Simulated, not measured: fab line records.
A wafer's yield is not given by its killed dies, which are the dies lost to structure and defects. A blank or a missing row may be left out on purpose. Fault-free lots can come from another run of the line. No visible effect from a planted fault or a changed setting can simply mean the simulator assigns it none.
Chamber matching | flow n5_finfet | N5_GATE_CUT_STRIP_41 on rie_diel-02 has 4 sister chambers
The step strips in CF4. 20 wafers are shown with their chamber, then 10 later ones without.

## EACH WAFER AND ITS CHAMBER
wafer  | chamber | showerhead_plenum_p_Torr (Torr) | throttle_valve_pct (%) | rf_vpp_V (V)
L074.2 | 3       | 1.84                            | 13.84                  | 273.3
L074.4 | 1       | 1.70                            | 13.46                  | 270.5
L074.5 | 0       | 1.71                            | 13.84                  | 269.2
L078.3 | 3       | 1.83                            | 13.86                  | 271.9
L078.4 | 2       | 1.86                            | 13.85                  | 273.4
L078.6 | 1       | 1.70                            | 13.48                  | 269.6
L079.2 | 3       | 1.83                            | 13.86                  | 273.3
L079.3 | 0       | 1.71                            | 13.85                  | 269.4
L079.4 | 2       | 1.86                            | 13.86                  | 272.0
L083.3 | 1       | 1.70                            | 13.49                  | 268.0
L083.4 | 3       | 1.83                            | 13.87                  | 272.6
L083.5 | 2       | 1.86                            | 13.86                  | 272.9
L085.1 | 3       | 1.83                            | 13.88                  | 272.1
L085.2 | 1       | 1.69                            | 13.49                  | 269.4
L085.6 | 1       | 1.69                            | 13.51                  | 268.8
L088.1 | 2       | 1.86                            | 13.89                  | 272.0
L088.2 | 1       | 1.69                            | 13.53                  | 270.7
L088.3 | 3       | 1.83                            | 13.90                  | 271.8
L089.2 | 1       | 1.69                            | 13.50                  | 270.4
L089.4 | 0       | 1.92                            | 13.33                  | 272.4

SIGNATURES (averages over the wafers above)
reading                  | chamber 0 | chamber 1 | chamber 2 | chamber 3 | scatter within a chamber
showerhead_plenum_p_Torr | 1.7800    | 1.6943    | 1.8600    | 1.8317    | 0.0431
throttle_valve_pct       | 13.6733   | 13.4943   | 13.8650   | 13.8683   | 0.107
rf_vpp_V                 | 270.333   | 269.629   | 272.575   | 272.500   | 1
Rule: a wafer lies at a distance from a chamber equal to the root of the sum of squares, over the readings, of (its reading less the chamber's mean, divided by the reading's scatter). The wafer belongs to the nearest chamber; if the next one is less than 2 further off, it can't be placed. The scatter: take each reading less its chamber's mean, square it, sum over the shown wafers, divide by the number of wafers less the number of chambers, and take the root.

## WAFERS WHOSE CHAMBER IS MISSING
wafer  | showerhead_plenum_p_Torr (Torr) | throttle_valve_pct (%) | rf_vpp_V (V)
L089.5 | 1.86                            | 13.89                  | 273.0
L092.2 | 1.85                            | 13.92                  | 272.4
L092.3 | 1.69                            | 13.52                  | 268.5
L092.4 | 1.69                            | 13.53                  | 269.4
L093.1 | 1.92                            | 13.33                  | 274.5
L093.2 | 1.85                            | 13.91                  | 272.3
L093.5 | 1.69                            | 13.54                  | 270.3
L096.1 | 1.82                            | 13.33                  | 271.4
L096.3 | 1.85                            | 13.93                  | 273.1
L096.4 | 1.91                            | 13.36                  | 273.3

## THE CHAMBER EACH PASSED THROUGH
wafer  | from the rows above               | in truth
L089.5 | can't be placed: 2 or 3           | 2
L092.2 | can't be placed: 2 or 3           | 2
L092.3 | can't be placed: 1 or 0           | 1
L092.4 | 1                                 | 1
L093.1 | can't be placed: 2 or 3 or 0 or 1 | 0
L093.2 | can't be placed: 2 or 3           | 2
L093.5 | can't be placed: 1 or 0           | 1
L096.1 | can't be placed: 0 or 1 or 3 or 2 | 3
L096.3 | can't be placed: 2 or 3           | 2
L096.4 | can't be placed: 2 or 0 or 3 or 1 | 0
Placed correctly: 1 of 10. From these rows, 9 cannot be placed; in 9 the true chamber is one of the candidates. Placed wrongly: 0.
